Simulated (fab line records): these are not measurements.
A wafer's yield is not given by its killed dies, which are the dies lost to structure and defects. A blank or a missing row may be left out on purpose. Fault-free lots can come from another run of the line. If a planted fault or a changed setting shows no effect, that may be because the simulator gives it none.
Which tool was responsible?	flow n5Finfet	10 lots, 30 wafers sampled, at 2 steps of a route of 1938

## WHAT THE GAUGES READ, wafer by wafer
N5_BEOL_M6_CD_MEAS_18: pitch 80 nm, target cd 40 nm.
lot	measured	on	cdNm (nm)
L913	day 8 12:40	cdSem-01	40.0 41.0 40.2
L914	day 9 06:02	cdSem-02	40.1 40.5 41.0
L919	day 10 22:28	cdSem-01	39.3 40.1 40.1
L924	day 11 13:37	cdSem-03	39.2 41.2 40.3
L926	day 12 08:20	cdSem-01	40.1 40.6 40.9
L927	day 12 12:01	cdSem-02	40.7 40.0 40.1
L930	day 13 00:50	cdSem-03	40.1 39.0 39.7
L931	day 13 12:14	cdSem-01	39.2 39.5 40.5
L933	day 13 12:59	cdSem-01	39.6 39.1 39.8
L936	day 14 14:37	cdSem-03	40.7 40.4 40.4

## WHAT TOOL EACH LOT RAN ON (gives the tool, then ch and the chambers of the sampled wafers, and finally the start)
lot	N5_BEOL_M6_STRIP_67
L913	rieDiel-05 ch 0,3, day 8 12:26
L914	rieDiel-05 ch 0,1,3, day 9 05:49
L919	rieDiel-04 ch 0,1,2, day 10 22:11
L924	rieDiel-04 ch 0,2,3, day 11 13:24
L926	rieDiel-05 ch 0,2,3, day 12 08:07
L927	rieDiel-05 ch 1,3, day 12 11:40
L930	rieDiel-05 ch 1,2,3, day 13 00:37
L931	rieDiel-02 ch 0,1,2, day 13 12:01
L933	rieDiel-05 ch 0,1,3, day 13 12:44
L936	rieDiel-05 ch 0,1,3, day 14 14:23
- N5_BEOL_M6_STRIP_67: strips in CF4.

## THE ANSWER, worked out from the rows above alone
Rule: the usual values come from the lots themselves. Put in order of their means at a reading, lots are off if they are a third of the lots or fewer, leave a main group of 4 or more, and stand apart from it by a gap of 3 or more times the standard deviation of the main group's means; of several such gaps the widest counts. A main group whose means are all the same, to the digits that the tables above print for the reading, isn't used. A lot without any number at a reading at which 4 lots or more have one is off too. The other lots that the step has rows for count as sound.
Across all readings shown, no lot is off: no conclusion can be drawn from this.

## WHAT HAD BEEN PUT IN BY THE SIMULATOR
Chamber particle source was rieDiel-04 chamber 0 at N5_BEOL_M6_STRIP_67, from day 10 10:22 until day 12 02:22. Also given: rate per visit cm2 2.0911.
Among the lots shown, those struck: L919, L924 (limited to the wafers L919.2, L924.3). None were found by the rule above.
